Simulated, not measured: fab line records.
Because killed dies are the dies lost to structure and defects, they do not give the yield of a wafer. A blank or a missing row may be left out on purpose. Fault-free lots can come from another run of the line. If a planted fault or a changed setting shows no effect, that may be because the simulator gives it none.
Chamber matching | flow n5 finfet | N5_BEOL_M4_ETCH_64 on rie diel-01: 4 sister chambers
The step etches SOC in N2/H2, target depth 75 nm, overetch 22.5 nm, time 121.9 s. 8 wafers are shown with their chamber, then 12 later ones without.

WAFERS, EACH WITH ITS CHAMBER
wafer  | chamber | drypump motor current A (A) | throttle valve pct (%)
L080.4 | 2       | 5.6                         | 17.65
L083.6 | 0       | 5.6                         | 17.69
L085.1 | 0       | 5.7                         | 17.67
L085.2 | 1       | 5.5                         | 17.29
L085.6 | 2       | 5.6                         | 17.66
L087.3 | 3       | 4.8                         | 17.57
L087.4 | 1       | 5.6                         | 17.30
L087.5 | 3       | 4.8                         | 17.55

WAFERS WITHOUT THEIR CHAMBER
wafer  | drypump motor current A (A) | throttle valve pct (%)
L090.4 | 5.7                         | 17.71
L090.5 | 5.6                         | 17.70
L090.6 | 5.6                         | 17.30
L089.2 | 4.8                         | 17.58
L089.5 | 4.8                         | 17.57
L089.6 | 5.7                         | 17.71
L092.1 | 5.7                         | 17.73
L092.2 | 5.6                         | 17.69
L092.5 | 5.7                         | 17.72
L093.1 | 5.6                         | 17.31
L093.4 | 5.6                         | 17.70
L093.5 | 5.6                         | 17.71

CHAMBER TAKEN BY EACH
wafer  | from the rows above     | in truth
L090.4 | 0                       | 0
L090.5 | can't be placed: 0 or 2 | 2
L090.6 | 1                       | 1
L089.2 | 3                       | 3
L089.5 | 3                       | 3
L089.6 | 0                       | 0
L092.1 | 0                       | 0
L092.2 | can't be placed: 0 or 2 | 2
L092.5 | 0                       | 0
L093.1 | 1                       | 1
L093.4 | can't be placed: 0 or 2 | 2
L093.5 | 0                       | 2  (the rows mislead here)
Placed correctly: 8 of 12. Unplaceable from these rows: 3, with the true chamber sitting among the candidates in 3. Placed wrongly: 1.
How it was worked out, from the rows above alone: a wafer's distance from a chamber is the root of the sum, over the readings, of the square of ((its reading less the chamber's mean) divided by the reading's scatter). If the next closest chamber is less than 2 further off than the closest, the wafer can't be placed; otherwise it belongs to the closest. For every chamber, the mean is computed from those of its wafers that are shown. How the scatter is found: for the shown wafers, subtract from each reading the mean of its chamber, square and add these, divide the total by (wafers less chambers), then take the root.
